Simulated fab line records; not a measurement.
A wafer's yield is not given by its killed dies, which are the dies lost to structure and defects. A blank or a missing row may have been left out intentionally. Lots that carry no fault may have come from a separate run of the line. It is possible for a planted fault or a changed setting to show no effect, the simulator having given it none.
The tool behind it: which one? + flow n5Finfet + Sampling: 11 lots, 33 wafers, 2 of 1938 route steps

WHAT THE GAUGES READ, wafer by wafer
N5_BEOL_M15_OVL_MEAS_11.
| lot  | measured     | on         | V14_OVL (nm) |
|------|--------------|------------|--------------|
| L373 | day 11 17:04 | overlay-01 | 4 1 12       |
| L371 | day 11 17:23 | overlay-01 | 11 10 8      |
| L372 | day 11 23:22 | overlay-01 | -4 3 3       |
| L374 | day 12 13:23 | overlay-02 | -2 -8 -4     |
| L375 | day 12 13:42 | overlay-02 | 7 5 7        |
| L376 | day 12 22:26 | overlay-01 | -4 0 4       |
| L380 | day 13 17:04 | overlay-02 | 66 62 60     |
| L384 | day 15 04:10 | overlay-01 | 68 67 71     |
| L392 | day 16 15:25 | overlay-01 | -6 0 -3      |
| L390 | day 16 16:16 | overlay-02 | 10 12 7      |
| L393 | day 17 05:44 | overlay-02 | 6 10 6       |

TOOL THAT RAN EACH LOT (tool first, then ch and the chambers of the sampled wafers, then the start)
| lot  | N5_BEOL_M15_EXPOSE_07            |
|------|----------------------------------|
| L373 | krfScanner-01 ch 0, day 11 16:52 |
| L371 | krfScanner-01 ch 0, day 11 17:11 |
| L372 | krfScanner-02 ch 0, day 11 23:10 |
| L374 | krfScanner-02 ch 0, day 12 13:11 |
| L375 | krfScanner-02 ch 0, day 12 13:30 |
| L376 | krfScanner-01 ch 0, day 12 22:14 |
| L380 | krfScanner-02 ch 0, day 13 16:52 |
| L384 | krfScanner-02 ch 0, day 15 03:59 |
| L392 | krfScanner-01 ch 0, day 16 15:13 |
| L390 | krfScanner-01 ch 0, day 16 16:04 |
| L393 | krfScanner-01 ch 0, day 17 05:32 |
- N5_BEOL_M15_EXPOSE_07: exposes mask V14.

THE ANSWER, worked out from the rows above alone
Rule: usual is defined by the lots themselves. The widest of any qualifying gaps counts: lots, ordered by their means at a reading, are off when they make up no more than a third of the lots, leave a main group of 4 or more, and stand apart from it by 3 or more times the standard deviation of that group's means. A main group is skipped when, at the precision printed for the reading in the tables above, its means are all equal. Also off: a lot with no number at a reading for which 4 or more lots have one. Any other lot the step has rows for is counted as sound.
Off: at N5_BEOL_M15_OVL_MEAS_11 (V14_OVL), L380, L384. The main group has a mean of 4 nm with a standard deviation of 5.1.
A tool fits if, at a process step before that reading, it ran every lot that is off, and no sound lot after the first of them. Those tools and the gauges at N5_BEOL_M15_OVL_MEAS_11 are tried in the same way. One fits: N5_BEOL_M15_EXPOSE_07 on krfScanner-02. Its last sound lot is L375 (day 12 13:30), its first lot that is off L380 (day 13 16:52): a fault that began between those two fits.

WHAT WAS PUT IN BY THE SIMULATOR
Scanner matching overlay: krfScanner-02, from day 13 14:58 on, at N5_BEOL_M15_EXPOSE_07. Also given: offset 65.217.
Struck lots among those shown: L380, L384. Same finding as the rule above.
